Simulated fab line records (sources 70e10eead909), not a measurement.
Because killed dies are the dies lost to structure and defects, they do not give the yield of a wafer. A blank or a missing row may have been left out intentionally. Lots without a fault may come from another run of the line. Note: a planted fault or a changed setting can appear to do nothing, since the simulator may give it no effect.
Chamber matching | flow nand harc | cmp-01 running NHARC_A_BONDPAD_CMP_19: 4 sister chambers
The step polishes, t overpolish 30 s, cu recess touch 16 s, target thk 169.8 nm. 8 wafers are shown with their chamber, then 7 later ones without.

## WAFERS PAIRED WITH THEIR CHAMBERS
wafer  | chamber | motor current A (A) | overpolish run s (s)
L319.6 | 0       | 11.3                | 30.012
L321.6 | 1       | 12.0                | 30.001
L325.5 | 2       | 13.9                | 29.993
L325.6 | 1       | 12.3                | 30.012
L329.2 | 0       | 11.8                | 29.983
L329.5 | 3       | 10.8                | 29.985
L326.4 | 2       | 14.3                | 29.997
L326.5 | 3       | 11.6                | 30.011

## WAFERS WITHOUT THEIR CHAMBER
wafer  | motor current A (A) | overpolish run s (s)
L326.6 | 14.5                | 30.006
L339.1 | 11.7                | 29.983
L339.4 | 11.4                | 29.992
L339.6 | 11.1                | 29.996
L340.1 | 14.5                | 30.000
L340.4 | 11.3                | 30.004
L340.5 | 15.0                | 29.994

## CHAMBER TAKEN BY EACH
wafer  | from the rows above          | in truth
L326.6 | 2                            | 2
L339.1 | can't be placed: 0 or 3 or 1 | 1
L339.4 | can't be placed: 0 or 3 or 1 | 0
L339.6 | can't be placed: 3 or 0      | 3
L340.1 | 2                            | 2
L340.4 | can't be placed: 3 or 0 or 1 | 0
L340.5 | 2                            | 2
Correctly placed: 3 of 7. Cannot be placed on the basis of these rows: 4; the candidates contain the true chamber in 4. Number placed wrongly: 0.
How it was worked out, from the rows above alone: a wafer's distance from a chamber is the root of the sum, over the readings, of the square of ((its reading less the chamber's mean) divided by the reading's scatter). If the next closest chamber is less than 2 further off than the closest, the wafer can't be placed; otherwise it belongs to the closest. A chamber's mean is the mean of its shown wafers. The scatter: the root of (the sum of the squares of (reading less its chamber's mean) over the shown wafers, divided by (wafers less chambers)).
